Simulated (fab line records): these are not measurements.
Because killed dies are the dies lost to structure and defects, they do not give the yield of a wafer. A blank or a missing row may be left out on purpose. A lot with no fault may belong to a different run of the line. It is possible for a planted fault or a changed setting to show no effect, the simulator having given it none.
Which of the tools did it?    flow nand_harc    39 wafers from 13 lots sampled at 6 of the route's 1302 steps

WHAT THE GAUGES SHOWED, per wafer
NHARC_A_CONTACT_CD_MEAS_08 targets a cd of 200 nm.
lot   measured      on         cd_nm (nm)
L777  day 22 17:59  cd_sem-03  200.5 201.7 200.9
L781  day 23 13:37  cd_sem-01  200.7 200.4 200.2
L780  day 23 21:40  cd_sem-01  200.9 200.8 200.3
L783  day 24 21:25  cd_sem-01  199.6 200.8 200.4
L784  day 25 04:34  cd_sem-02  200.7 200.7 200.7
L786  day 25 21:24  cd_sem-01  200.7 199.9 201.1
L791  day 28 06:28  cd_sem-02  200.6 200.0 199.9
L792  day 28 14:12  cd_sem-03  200.3 200.3 200.6
L793  day 29 11:25  cd_sem-01  200.5 199.9 200.3
L794  day 29 11:34  cd_sem-02  199.8 200.2 200.3
L795  day 29 18:43  cd_sem-02  199.7 199.6 200.8
L796  day 29 20:28  cd_sem-02  201.1 201.0 201.3
L800  day 32 07:58  cd_sem-02  200.7 201.0 200.1

NHARC_A_CONTACT_INSPECT_23.
lot   measured      on                 raw_defect_count
L777  day 23 00:23  defect_inspect-02  361 336 327
L781  day 23 19:38  defect_inspect-02  402 383 576
L780  day 24 05:13  defect_inspect-02  361 446 419
L783  day 25 03:17  defect_inspect-02  660 494 371
L784  day 25 10:22  defect_inspect-02  397 430 475
L786  day 26 03:13  defect_inspect-01  402 528 491
L791  day 28 12:23  defect_inspect-02  758 671 572
L792  day 28 20:46  defect_inspect-01  445 601 411
L793  day 29 17:12  defect_inspect-02  566 569 488
L794  day 29 18:12  defect_inspect-01  456 494 514
L795  day 30 00:40  defect_inspect-02  708 427 367
L796  day 30 02:23  defect_inspect-01  741 749 667
L800  day 32 14:32  defect_inspect-01  531 586 470

NHARC_END_SORT_01.
lot   measured      on         killed_at_array  killed_at_other  killed_at_periphery  killed_dies  killed_open  killed_short
L780  day 26 02:43  prober-02  672 675 671      0 0 0            5 2 6                677 677 677  4 2 2        1 3 1
L784  day 27 10:25  prober-02  672 671 669      0 0 1            5 6 7                677 677 677  2 0 2        2 4 2

TOOL THAT RAN EACH LOT (tool first, then ch and the chambers of the sampled wafers, then the start)
lot   NHARC_A_CONTACT_ETCH_139              NHARC_A_CONTACT_CVD_19         NHARC_A_CONTACT_CMP_20
L777  har_cap_etch-03 ch 0, day 22 20:40    cvd_w-01 ch 0,1, day 22 23:13  cmp-04 ch 1,3, day 23 00:01
L781  har_cap_etch-01 ch 0,1, day 23 16:19  cvd_w-01 ch 0,1, day 23 18:35  cmp-02 ch 0,2,3, day 23 19:17
L780  har_cap_etch-02 ch 0,1, day 24 01:02  cvd_w-02 ch 0,1, day 24 04:08  cmp-02 ch 1,2,3, day 24 04:53
L783  har_cap_etch-02 ch 0,1, day 25 00:04  cvd_w-02 ch 1, day 25 01:59    cmp-02 ch 0,1,3, day 25 02:55
L784  har_cap_etch-01 ch 0,1, day 25 07:15  cvd_w-01 ch 0,1, day 25 09:20  cmp-02 ch 0,2,3, day 25 10:01
L786  har_cap_etch-02 ch 0,1, day 26 00:00  cvd_w-01 ch 0,1, day 26 01:55  cmp-02 ch 0,1,2, day 26 02:49
L791  har_cap_etch-01 ch 0,1, day 28 09:10  cvd_w-02 ch 0,1, day 28 11:19  cmp-04 ch 0,1,2, day 28 12:01
L792  har_cap_etch-02 ch 0,1, day 28 17:19  cvd_w-01 ch 0,1, day 28 19:44  cmp-01 ch 0,1, day 28 20:22
L793  har_cap_etch-01 ch 1, day 29 14:02    cvd_w-01 ch 0,1, day 29 16:02  cmp-02 ch 1,2, day 29 16:48
L794  har_cap_etch-02 ch 0, day 29 15:02    cvd_w-02 ch 0,1, day 29 16:54  cmp-02 ch 0,1,2, day 29 17:49
L795  har_cap_etch-01 ch 0,1, day 29 21:34  cvd_w-01 ch 0,1, day 29 23:38  cmp-04 ch 1,2, day 30 00:16
L796  har_cap_etch-02 ch 0,1, day 29 23:03  cvd_w-02 ch 0,1, day 30 01:14  cmp-01 ch 1,2,3, day 30 02:01
L800  har_cap_etch-02 ch 0,1, day 32 10:50  cvd_w-01 ch 0, day 32 13:22    cmp-04 ch 1,2, day 32 14:10
- NHARC_A_CONTACT_ETCH_139: etches the open film in C4F8/O2/Ar, time 195 s, target depth 840 nm.
- NHARC_A_CONTACT_CVD_19: deposits W, target thk 300 nm, time 802 s.
- NHARC_A_CONTACT_CMP_20: polishes, t overpolish 30 s, target thk 300 nm.

WHAT THE TOOLS THEMSELVES READ (means of the sampled wafers that have a number; where no wafer has one, the mark that the record gives instead)
NHARC_A_CONTACT_CVD_19.
lot   tool      chamber_pressure_Torr (Torr)  heater_power_outer_w (W)  heater_power_w (W)  throttle_valve_pct (%)
L777  cvd_w-01  40.05                         256                       459                 7.6
L781  cvd_w-01  39.95                         246                       435                 7.8
L780  cvd_w-02  -                             -                         -                   -
L783  cvd_w-02  -                             -                         -                   -
L784  cvd_w-01  -                             -                         -                   -
L786  cvd_w-01  40.06                         251                       441                 7.6
L791  cvd_w-02  39.97                         254                       470                 7.9
L792  cvd_w-01  40.06                         252                       444                 7.7
L793  cvd_w-01  40.07                         256                       442                 7.7
L794  cvd_w-02  39.95                         235                       432                 8.0
L795  cvd_w-01  40.02                         253                       441                 7.9
L796  cvd_w-02  40.05                         235                       427                 7.9
L800  cvd_w-01  39.90                         247                       442                 7.2

NHARC_A_CONTACT_CMP_20.
lot   tool    motor_current_A (A)  overpolish_run_s (s)  slurry_flow_ml_min  time_to_endpoint_s (s)
L777  cmp-04  10.6                 30.006                149.9               58
L781  cmp-02  12.0                 29.997                149.9               63
L780  cmp-02  11.8                 30.004                149.8               1
L783  cmp-02  11.8                 30.008                149.8               0
L784  cmp-02  12.1                 30.003                149.8               0
L786  cmp-02  12.4                 30.001                149.8               57
L791  cmp-04  11.6                 29.998                149.9               57
L792  cmp-01  13.3                 29.996                149.7               62
L793  cmp-02  12.0                 29.995                150.5               60
L794  cmp-02  12.2                 29.995                149.9               57
L795  cmp-04  11.8                 29.999                150.5               55
L796  cmp-01  12.2                 29.994                150.5               56
L800  cmp-04  10.7                 29.999                150.0               59

THE ANSWER, worked out from the rows above alone
Rule: what is usual is taken from the lots themselves. Put in order of their means at a reading, lots are off if they are a third of the lots or fewer, leave a main group of 4 or more, and stand apart from it by a gap of 3 or more times the standard deviation of the main group's means; of several such gaps the widest counts. A main group whose means are all the same, to the digits that the tables above print for the reading, isn't used. Also off: a lot with no number at a reading for which 4 or more lots have one. All remaining lots with rows at the step are treated as sound. Order of review: gauges by route order, followed by the tools' own readings, for which a lot's mean as printed above is used. The first step at which some lot is off is used, and at that step the reading that is off furthest; a lot without a number counts as furthest.
Off: L780, L783, L784, at NHARC_A_CONTACT_CVD_19 (chamber_pressure_Torr). Without a number there: L780, L783, L784. Main group: mean 40.01 Torr, sd 0.057.
A tool fits if, at that step or a process step before it, it ran every lot that is off, and no sound lot after the first of them. No candidate that was tried fits.

WHAT WAS PUT IN BY THE SIMULATOR
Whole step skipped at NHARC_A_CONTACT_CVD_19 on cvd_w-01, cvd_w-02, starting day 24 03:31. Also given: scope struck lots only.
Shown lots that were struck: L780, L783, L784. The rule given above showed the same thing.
